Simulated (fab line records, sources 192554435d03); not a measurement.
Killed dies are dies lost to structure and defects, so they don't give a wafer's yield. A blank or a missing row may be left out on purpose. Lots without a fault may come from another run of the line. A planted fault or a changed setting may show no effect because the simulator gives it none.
fab line records | flow n5_finfet | part 1 of 2: steps 1 to 4 of 6
record lots=24 wafers=72 last_day=18
route steps=1938 shown BEOL_M11@1575 BEOL_M12@1616
lots that met no fault: from a run of the same line without faults
start_h: hours from the record's first day to the start of the lot's first wafer shown | wait_h: hours since the lot's step before | " the same as in the row above | L1.1+2: a row that stands for several wafers | - no value, or no start given | * or withheld: withheld | < > ~ a bound
route shown NAME@n: a module of which the file shows steps, and the number in the route of the first | usual: mean/standard deviation of fault-free wafers | same: alike in all rows | chamber/n: place in a boat | sites: the reading at each site | _std_site: their standard deviation | _edge_site: outer sites' mean less inner sites' | radius_mm: how far each site lies from the wafer's centre | mask NAME#n: copy n | behind: the tool/chamber that last shaped the wafer | hold: why the lot was held/for how many hours/how that ended | device: the transistor (n, p or np) that didn't switch | end of line: the same wafers' tests at the end of the route | a step without rows: its recipe alone | killed: dies lost to structure and defects at the first sort, not the wafer's yield | map: a wafer's dies, x killed, . not, _ none there
set.NAME: the setting as run; set.NAME@STEP: as run at that earlier step | model.NAME: the simulator's own value behind a step, which no gauge read
steps of the route over a sample of lots; a table a step, a row a wafer
services: from which hour (start_h, from the record's first day; less than 0 if before it) a tool's chamber was out of use, for how many hours, and why
## steps
# step N5_BEOL_M11_VIA_ETCH_34
# recipe chemistry=C4F6/O2 target=SiCOH_lowk target_depth_a=1845 mask_material=SOC taper_deg=4 time_s=69.2 ion_energy_ev=250 pressure_mtorr=30 source_w=345 bias_w=185 Ar_flow_sccm=300 C4F6_flow_sccm=10 O2_flow_sccm=10
# usual drypump_motor_current_A=5.8/0.6 oes_product_au=0.82/0.087 rf_vpp_V=673/16 showerhead_plenum_p_Torr=2.84/0.089 throttle_valve_pct=20.93/0.28
# columns lot.wafer tool chamber start_h wait_h drypump_motor_current_A oes_product_au rf_hours_counter_h rf_vpp_V showerhead_plenum_p_Torr throttle_valve_pct
L074.1 rie_diel-04 2 225.58 0.0 5.7 0.86 36 701 2.93 21.17
L074.4 " 3 " " 6.6 0.72 - 679 2.71 21.22
L074.5 " 2 " " 5.7 0.85 - 700 2.93 21.17
L076.2 rie_diel-01 3 234.01 0.0 6.3 0.85 73 673 2.80 20.91
L076.3 " 0 " " 4.7 0.87 61 654 2.88 20.75
L076.4 " 1 " " 5.2 0.69 226 649 2.78 21.12
L075.4 rie_diel-04 0 234.56 0.0 5.7 0.95 - 665 2.91 21.10
L075.5 " 2 " " 5.7 0.85 - 702 2.93 21.17
L075.6 " 3 " " 6.6 0.71 - 675 2.71 21.21
L077.1 rie_diel-04 2 241.40 0.0 5.7 0.84 42 702 2.93 21.17
L077.2 " 0 " " 5.8 0.95 9 665 2.91 21.11
L077.4 " 1 " " 6.5 0.77 120 683 2.88 21.06
L078.1 rie_diel-01 0 247.26 0.0 4.7 0.86 65 655 2.88 20.74
L078.4 " 1 " " 5.2 0.69 229 648 2.78 21.10
L078.6 " 3 " " 6.4 0.83 - 674 2.80 20.91
L079.1 rie_diel-01 1 249.29 0.0 5.2 0.69 229 648 2.78 21.13
L079.3 " 2 " " 6.1 0.92 38 661 2.76 20.37
L079.6 " 0 " " 4.7 0.86 - 656 2.88 20.73
L081.2 rie_diel-04 3 264.56 0.0 6.6 0.70 215 677 2.71 21.23
L081.3 " 2 " " 5.7 0.84 48 701 2.93 21.20
L081.5 " 2 " " 5.7 0.83 - 700 2.93 21.19
L080.3 rie_diel-01 2 269.00 0.0 6.1 0.90 44 661 2.76 20.38
L080.4 " 3 " " 6.4 0.84 84 672 2.79 20.92
L080.5 " 1 " " 5.2 0.69 - 649 2.78 21.16
L082.3 rie_diel-03 3 282.27 0.0 6.3 0.69 236 686 2.94 21.01
L082.4 " 3 " " 6.3 0.70 - 686 2.94 21.01
L082.5 " 2 " " 5.5 0.98 - 692 3.05 20.76
L083.2 rie_diel-04 0 290.56 0.0 5.7 0.92 22 664 2.90 21.15
L083.5 " 0 " " 5.7 0.91 - 664 2.90 21.14
L083.6 " 1 " " 6.5 0.77 - 681 2.88 21.08
L084.2 rie_diel-03 0 291.01 0.0 5.0 0.81 102 671 2.86 20.45
L084.3 " 3 " " 6.3 0.69 239 686 2.94 21.02
L084.6 " 3 " " 6.2 0.68 - 687 2.94 21.02
L086.1 rie_diel-01 0 292.05 0.0 4.8 0.84 78 654 2.87 20.76
L086.3 " 3 " " 6.4 0.83 90 674 2.79 20.92
L086.5 " 2 " " 6.1 0.89 - 663 2.75 20.40
L085.2 rie_diel-04 2 302.16 0.0 5.7 0.82 56 700 2.92 21.20
L085.5 " 3 " " 6.7 0.70 - 676 2.70 21.24
L085.6 " 0 " " 5.7 0.90 - 664 2.90 21.14
L087.1 rie_diel-01 0 314.53 0.0 4.8 0.83 84 655 2.87 20.77
L087.5 " 0 " " 4.7 0.84 - 655 2.87 20.75
L087.6 " 1 " " 5.2 0.67 - 648 2.77 21.15
L090.2 rie_diel-04 0 333.68 0.0 5.8 0.89 35 665 2.90 21.15
L090.3 " 2 " " 5.7 0.81 66 699 2.92 21.19
L090.5 " 3 " " 6.6 0.69 - 677 2.70 21.27
L088.1 rie_diel-04 2 334.15 0.0 5.7 0.81 66 700 2.92 21.21
L088.3 " 3 " " 6.6 0.69 234 678 2.70 21.27
L088.4 " 0 " " 5.7 0.89 - 664 2.89 21.17
L091.2 rie_diel-01 2 334.51 0.0 6.1 0.88 60 662 2.75 20.39
L091.3 " 3 " " 6.4 0.82 101 673 2.78 20.96
L091.6 " 2 " " 6.1 0.87 - 660 2.75 20.41
L089.1 rie_diel-03 3 335.41 0.0 6.2 1.01 2 685 2.93 20.68
L089.4 " 2 " " 5.5 0.91 21 692 3.04 20.79
L089.5 " 2 " " 5.5 0.90 - 691 3.04 20.80
L093.3 rie_diel-04 3 348.14 0.0 6.6 0.68 238 678 2.70 21.27
L093.4 " 2 " " 5.7 0.80 70 699 2.92 21.22
L093.6 " 2 " " 5.7 0.80 - 700 2.92 21.22
L092.1 rie_diel-01 0 350.00 0.0 4.8 0.81 94 654 2.87 20.78
L092.2 " 3 " " 6.4 0.81 106 675 2.78 20.95
L092.3 " 2 " " 6.1 0.87 66 661 2.75 20.39
L094.1 rie_diel-04 0 351.01 0.0 5.7 0.88 40 666 2.89 21.15
L094.5 " 1 " " 6.5 0.75 - 683 2.87 21.11
L094.6 " 2 " " 5.7 0.80 - 700 2.92 21.22
L095.2 rie_diel-01 2 363.82 0.0 6.1 0.86 69 662 2.75 20.42
L095.3 " 0 " " 4.8 0.82 99 655 2.86 20.80
L095.4 " 1 " " 5.2 0.98 - 647 2.77 20.78
L096.2 rie_diel-03 3 381.91 0.0 6.2 0.95 16 686 2.93 20.71
L096.4 " 0 " " 5.0 0.78 135 672 2.84 20.51
L096.6 " 2 " " 5.5 0.87 - 694 3.03 20.83
L097.3 rie_diel-01 0 382.26 0.0 4.8 0.80 105 656 2.86 20.79
L097.5 " 1 " " 5.2 0.95 - 647 2.77 20.79
L097.6 " 0 " " 4.8 0.81 - 654 2.86 20.79
# step N5_BEOL_M11_CURE_72
# recipe temp_c=370 time_s=120 ambient=DMADMS/He material=SiCOH_lowk
# usual lamp_power_pct=52.31/0.055 wafer_temp_C_max=371.6/0.62
# columns lot.wafer tool chamber start_h wait_h lamp_power_pct wafer_temp_C_max
L074.1 uv_cure-02 1 226.06 0.0 52.34 372.0
L074.4 " 1 " " 52.31 372.1
L074.5 " 1 " " 52.31 371.6
L076.2 uv_cure-01 1 234.54 0.1 52.25 371.6
L076.3 " 1 " " 52.24 371.5
L076.4 " 1 " " 52.29 372.0
L075.4 uv_cure-02 0 235.32 0.3 52.32 371.1
L075.5 " 0 " " 52.28 371.2
L075.6 " 0 " " 52.35 371.0
L077.1 uv_cure-02 0 241.89 0.0 52.27 371.6
L077.2 " 0 " " 52.35 371.7
L077.4 " 0 " " 52.25 371.3
L078.1 uv_cure-03 1 247.85 0.0 52.31 370.6
L078.4 " 1 " " 52.34 371.6
L078.6 " 1 " " 52.32 371.2
L079.1 uv_cure-03 0 249.78 0.0 52.29 371.4
L079.3 " 0 " " 52.33 371.5
L079.6 " 0 " " 52.39 372.0
L081.2 uv_cure-03 2 265.14 0.1 52.26 371.5
L081.3 " 2 " " 52.38 371.3
L081.5 " 2 " " 52.23 372.1
L080.3 uv_cure-01 1 269.58 0.1 52.28 371.1
L080.4 " 1 " " 52.35 371.2
L080.5 " 1 " " 52.35 371.5
L082.3 uv_cure-02 1 282.84 0.1 52.34 372.9
L082.4 " 1 " " 52.29 372.2
L082.5 " 1 " " 52.28 372.3
L083.2 uv_cure-02 2 291.56 0.5 52.23 370.9
L083.5 " 2 " " 52.25 371.1
L083.6 " 2 " " 52.28 370.6
L084.2 uv_cure-02 2 292.16 0.7 52.37 371.7
L084.3 " 2 " " 52.23 371.3
L084.6 " 2 " " 52.36 371.1
L086.1 uv_cure-02 2 293.37 0.9 52.33 371.3
L086.3 " 2 " " 52.31 371.2
L086.5 " 2 " " 52.27 371.3
L085.2 uv_cure-02 2 302.74 0.1 52.38 370.9
L085.5 " 2 " " 52.30 371.8
L085.6 " 2 " " 52.34 371.0
L087.1 uv_cure-01 2 315.13 0.2 52.25 371.1
L087.5 " 2 " " 52.19 370.3
L087.6 " 2 " " 52.27 370.7
L090.2 uv_cure-03 0 334.21 0.1 52.40 371.5
L090.3 " 0 " " 52.22 371.7
L090.5 " 0 " " 52.29 371.8
L088.1 uv_cure-03 2 334.73 0.0 52.32 371.7
L088.3 " 2 " " 52.37 372.7
L088.4 " 2 " " 52.25 371.8
L091.2 uv_cure-02 1 335.05 0.1 52.37 372.2
L091.3 " 1 " " 52.33 371.7
L091.6 " 1 " " 52.34 373.5
L089.1 uv_cure-01 1 336.20 0.4 52.32 371.2
L089.4 " 1 " " 52.16 371.8
L089.5 " 1 " " 52.23 371.8
L093.3 uv_cure-02 2 348.72 0.1 52.32 370.9
L093.4 " 2 " " 52.39 370.6
L093.6 " 2 " " 52.23 370.7
L092.1 uv_cure-01 2 350.48 0.0 52.32 371.0
L092.2 " 2 " " 52.25 371.2
L092.3 " 2 " " 52.34 370.8
L094.1 uv_cure-01 1 351.49 0.0 52.23 371.5
L094.5 " 1 " " 52.32 371.8
L094.6 " 1 " " 52.36 371.9
L095.2 uv_cure-02 0 364.35 0.1 52.29 371.6
L095.3 " 0 " " 52.32 371.4
L095.4 " 0 " " 52.19 371.5
L096.2 uv_cure-02 1 382.44 0.1 52.38 372.5
L096.4 " 1 " " 52.31 372.4
L096.6 " 1 " " 52.40 372.0
L097.3 uv_cure-01 0 382.84 0.1 52.25 372.6
L097.5 " 0 " " 52.29 372.7
L097.6 " 0 " " 52.39 372.7
# step N5_BEOL_M11_SPUTTER_48
# recipe material=Cu target_thk_a=120 temp_c=-20 bias_v=60 power_w=26000 chamber_pressure_pa=0.13 time_s=2
# usual bias_v=60.0/0.62 chamber_pressure_pa=0.12998/0.00027 throttle_valve_pct=30.2/1
# columns lot.wafer tool chamber start_h wait_h bias_v chamber_pressure_pa throttle_valve_pct
L074.1 pvd_sputter-03 - 228.21 0.3 60.4 0.12991 30.7
L074.4 " - " " 60.8 0.12983 29.9
L074.5 " - " " 60.6 0.12981 30.6
L076.2 pvd_sputter-02 - 235.61 0.1 60.3 0.13037 30.1
L076.3 " - " " 59.6 0.12998 27.8
L076.4 " - " " 60.9 0.13035 31.2
L075.4 pvd_sputter-02 - 237.76 1.2 60.8 0.12951 31.0
L075.5 " - " " 60.9 0.13001 31.1
L075.6 " - " " 60.3 0.12951 30.9
L077.1 pvd_sputter-01 - 245.30 0.1 59.4 0.12983 28.5
L077.2 " - " " 60.4 0.12958 30.8
L077.4 " - " " 59.3 0.12951 29.8
L078.1 pvd_sputter-01 - 249.88 0.1 60.1 0.12966 29.9
L078.4 " - " " 59.0 0.13045 28.6
L078.6 " - " " 59.6 0.12967 29.7
L079.1 pvd_sputter-03 - 251.34 0.4 59.7 0.12982 31.1
L079.3 " - " " 60.7 0.13016 29.9
L079.6 " - " " 59.6 0.12999 29.9
L081.2 pvd_sputter-03 - 266.70 0.3 60.0 0.13055 30.6
L081.3 " - " " 59.3 0.13077 30.0
L081.5 " - " " 59.6 0.12984 30.1
L080.3 pvd_sputter-02 - 270.54 0.1 59.3 0.13034 30.0
L080.4 " - " " 60.9 0.13016 27.6
L080.5 " - " " 59.4 0.13026 29.7
L082.3 pvd_sputter-03 - 284.38 0.1 60.0 0.12982 31.2
L082.4 " - " " 61.1 0.13007 30.1
L082.5 " - " " 60.2 0.12982 29.8
L083.2 pvd_sputter-03 - 293.20 0.1 59.3 0.12969 29.6
L083.5 " - " " 60.4 0.12978 29.7
L083.6 " - " " 60.5 0.1303 31.1
L084.2 pvd_sputter-02 - 293.39 0.1 59.8 0.13025 29.9
L084.3 " - " " 60.5 0.13001 31.2
L084.6 " - " " 60.5 0.1299 31.3
L086.1 pvd_sputter-01 - 295.96 1.6 60.7 0.12986 28.5
L086.3 " - " " 60.2 0.12957 30.9
L086.5 " - " " 59.9 0.13015 31.6
L085.2 pvd_sputter-03 - 305.65 0.8 59.7 0.13027 29.7
L085.5 " - " " 60.7 0.12949 29.6
L085.6 " - " " 60.0 0.13022 29.8
L087.1 pvd_sputter-03 - 317.55 0.3 60.0 0.13028 30.6
L087.5 " - " " 59.6 0.13014 29.9
L087.6 " - " " 59.7 0.13012 31.3
L090.2 pvd_sputter-03 - 335.13 0.1 60.1 0.13026 29.7
L090.3 " - " " 58.4 0.13032 30.5
L090.5 " - " " 60.5 0.13025 29.9
L088.1 pvd_sputter-03 - 335.64 0.1 59.7 0.1296 30.5
L088.3 " - " " 60.1 0.13012 29.6
L088.4 " - " " 59.9 0.12961 31.1
L091.2 pvd_sputter-03 - 335.98 0.2 60.5 0.12983 29.8
L091.3 " - " " 60.3 0.12986 30.3
L091.6 " - " " 59.6 0.13021 31.0
L089.1 pvd_sputter-02 - 338.89 0.1 60.4 0.12982 27.9
L089.4 " - " " 59.8 0.12997 27.7
L089.5 " - " " 60.3 0.12997 31.1
L093.3 pvd_sputter-03 - 349.84 0.1 58.8 0.13023 31.1
L093.4 " - " " 59.9 0.12974 30.5
L093.6 " - " " 59.2 0.1298 31.1
L092.1 pvd_sputter-01 - 351.97 0.1 60.4 0.13006 31.6
L092.2 " - " " 59.8 0.1299 29.9
L092.3 " - " " 60.4 0.13019 28.9
L094.1 pvd_sputter-02 - 352.53 0.1 58.8 0.13009 31.1
L094.5 " - " " 60.1 0.12945 27.7
L094.6 " - " " 60.2 0.13035 29.5
L095.2 pvd_sputter-02 - 366.86 0.1 60.7 0.12998 31.0
L095.3 " - " " 59.5 0.13014 30.9
L095.4 " - " " 59.7 0.1302 29.7
L096.2 pvd_sputter-02 - 384.35 0.9 59.8 0.12936 31.1
L096.4 " - " " 59.4 0.13008 27.5
L096.6 " - " " 59.4 0.12927 29.7
L097.3 pvd_sputter-01 - 385.19 0.4 60.9 0.12999 30.9
L097.5 " - " " 60.4 0.13006 28.8
L097.6 " - " " 60.3 0.13007 31.6
# step N5_BEOL_M12_ETCH_59
# recipe chemistry=N2/H2 target=BARC target_depth_a=890 overetch_a=267 time_s=67.9 ion_energy_ev=200 pressure_mtorr=30 source_w=840 bias_w=150 n2_flow_sccm=200 h2_flow_sccm=200
# usual drypump_motor_current_A=5.8/0.62 oes_product_au=0.69/0.071 rf_vpp_V=522.6/2.6 showerhead_plenum_p_Torr=2.50/0.087 throttle_valve_pct=17.8/0.34
# columns lot.wafer tool chamber start_h wait_h drypump_motor_current_A oes_product_au rf_hours_counter_h rf_vpp_V showerhead_plenum_p_Torr throttle_valve_pct
L074.1 rie_diel-06 0 230.14 0.0 4.9 0.59 230 519.2 2.41 18.4
L074.4 " 3 " " 6.5 0.61 200 527.0 2.65 18.2
L074.5 " 3 " " 6.5 0.62 - 526.1 2.65 18.2
L076.2 rie_diel-02 2 237.53 0.0 6.2 0.67 111 520.1 2.46 17.9
L076.3 " 0 " " 5.1 0.72 67 522.1 2.49 17.9
L076.4 " 3 " " 6.0 0.59 241 522.9 2.51 18.3
L075.4 rie_diel-05 3 239.54 0.0 4.9 0.70 64 521.0 2.46 17.3
L075.5 " 0 " " 6.0 0.64 - 520.1 2.45 17.8
L075.6 " 3 " " 4.9 0.70 - 521.0 2.46 17.3
L077.1 rie_diel-06 2 246.92 0.0 6.2 0.74 51 520.2 2.48 17.8
L077.2 " 1 " " 5.9 0.78 26 528.6 2.69 17.3
L077.4 " 3 " " 6.5 0.61 206 524.1 2.65 18.2
L078.1 rie_diel-06 1 251.47 0.0 5.9 0.78 28 529.3 2.68 17.3
L078.4 " 0 " " 4.9 0.59 238 518.7 2.41 18.4
L078.6 " 1 " " 5.9 0.78 - 527.7 2.68 17.3
L079.1 rie_diel-05 3 253.03 0.0 4.9 0.69 69 521.0 2.46 17.3
L079.3 " 2 " " 6.6 0.59 231 523.2 2.52 18.2
L079.6 " 1 " " 6.4 0.74 - 523.5 2.46 17.6
L081.2 rie_diel-06 3 269.42 0.0 6.4 0.60 213 526.3 2.64 18.3
L081.3 " 2 " " 6.2 0.74 58 522.0 2.48 17.8
L081.5 " 1 " " 5.9 0.76 - 527.1 2.68 17.3
L080.3 rie_diel-02 3 272.11 0.0 6.0 0.84 0 523.6 2.51 17.9
L080.4 " 2 " " 6.3 0.65 - 520.4 2.45 18.0
L080.5 " 3 " " 6.0 0.84 - 521.8 2.51 17.9
L082.3 rie_diel-06 2 286.09 0.0 6.2 0.73 63 519.3 2.47 17.8
L082.4 " 3 " " 6.5 0.61 217 524.5 2.64 18.3
L082.5 " 3 " " 6.5 0.61 - 524.5 2.64 18.3
L083.2 rie_diel-05 0 294.79 0.0 6.0 0.63 169 521.0 2.45 17.9
L083.5 " 2 " " 6.6 0.58 - 522.3 2.51 18.2
L083.6 " 1 " " 6.4 0.73 - 522.7 2.46 17.6
L084.2 rie_diel-05 2 296.02 0.0 6.6 0.58 246 522.8 2.51 18.2
L084.3 " 3 " " 4.9 0.68 83 522.5 2.45 17.3
L084.6 " 0 " " 6.0 0.64 - 522.6 2.45 17.8
L086.1 rie_diel-02 3 297.66 0.0 5.9 0.79 9 522.7 2.51 17.9
L086.3 " 2 " " 6.2 0.64 134 520.0 2.45 18.0
L086.5 " 1 " " 5.5 0.69 - 521.4 2.46 17.3
L085.2 rie_diel-05 1 307.86 0.0 6.4 0.72 79 521.8 2.45 17.6
L085.5 " 2 " " 6.6 0.58 - 523.9 2.51 18.2
L085.6 " 1 " " 6.4 0.72 - 521.8 2.45 17.6
L087.1 rie_diel-06 3 319.68 0.0 6.5 0.60 233 525.1 2.63 18.3
L087.5 " 3 " " 6.5 0.60 - 526.0 2.63 18.3
L087.6 " 2 " " 6.2 0.71 - 521.4 2.47 17.8
L090.2 rie_diel-06 0 337.12 0.0 4.9 0.80 4 527.7 2.72 18.0
L090.3 " 1 " " 5.9 0.74 59 528.4 2.67 17.4
L090.5 " 3 " " 6.5 0.60 - 524.7 2.63 18.3
L088.1 rie_diel-06 1 337.53 0.0 5.9 0.74 59 528.4 2.67 17.4
L088.3 " 2 " " 6.2 0.71 82 519.4 2.47 17.8
L088.4 " 0 " " 4.9 0.80 5 531.0 2.72 18.0
L091.2 rie_diel-02 3 337.90 0.0 6.0 0.77 21 522.7 2.50 17.9
L091.3 " 0 " " 5.1 0.69 98 522.4 2.48 18.0
L091.6 " 3 " " 6.0 0.78 - 522.6 2.50 17.9
L089.1 rie_diel-02 0 340.70 0.0 5.1 0.69 100 521.8 2.48 18.0
L089.4 " 1 " " 5.5 0.68 93 521.1 2.45 17.4
L089.5 " 0 " " 5.1 0.68 - 521.0 2.48 18.0
L093.3 rie_diel-05 1 351.82 0.0 6.4 0.70 99 521.3 2.45 17.6
L093.4 " 0 " " 6.0 0.62 190 521.1 2.44 17.9
L093.6 " 3 " " 4.9 0.66 - 522.4 2.44 17.4
L092.1 rie_diel-05 3 353.75 0.0 4.9 0.66 107 520.5 2.44 17.4
L092.2 " 0 " " 6.0 0.62 191 520.2 2.44 17.9
L092.3 " 1 " " 6.4 0.70 100 521.6 2.45 17.6
L094.1 rie_diel-05 1 354.81 0.0 6.4 0.71 100 520.1 2.45 17.6
L094.5 " 2 " " 6.6 0.81 - 522.7 2.50 17.7
L094.6 " 3 " " 4.9 0.66 - 522.3 2.44 17.4
L095.2 rie_diel-05 0 368.60 0.0 6.0 0.62 195 521.5 2.43 17.9
L095.3 " 1 " " 6.4 0.70 104 520.3 2.44 17.6
L095.4 " 2 " " 6.6 0.81 12 521.8 2.50 17.7
L096.2 rie_diel-05 1 386.16 0.0 6.4 0.69 111 521.1 2.44 17.7
L096.4 " 0 " " 6.0 0.61 202 520.2 2.43 17.9
L096.6 " 3 " " 4.9 0.65 - 523.1 2.44 17.4
L097.3 rie_diel-05 3 386.93 0.0 4.9 0.65 117 521.4 2.44 17.4
L097.5 " 1 " " 6.4 0.70 - 522.0 2.44 17.6
L097.6 " 2 " " 6.6 0.79 - 522.4 2.50 17.8
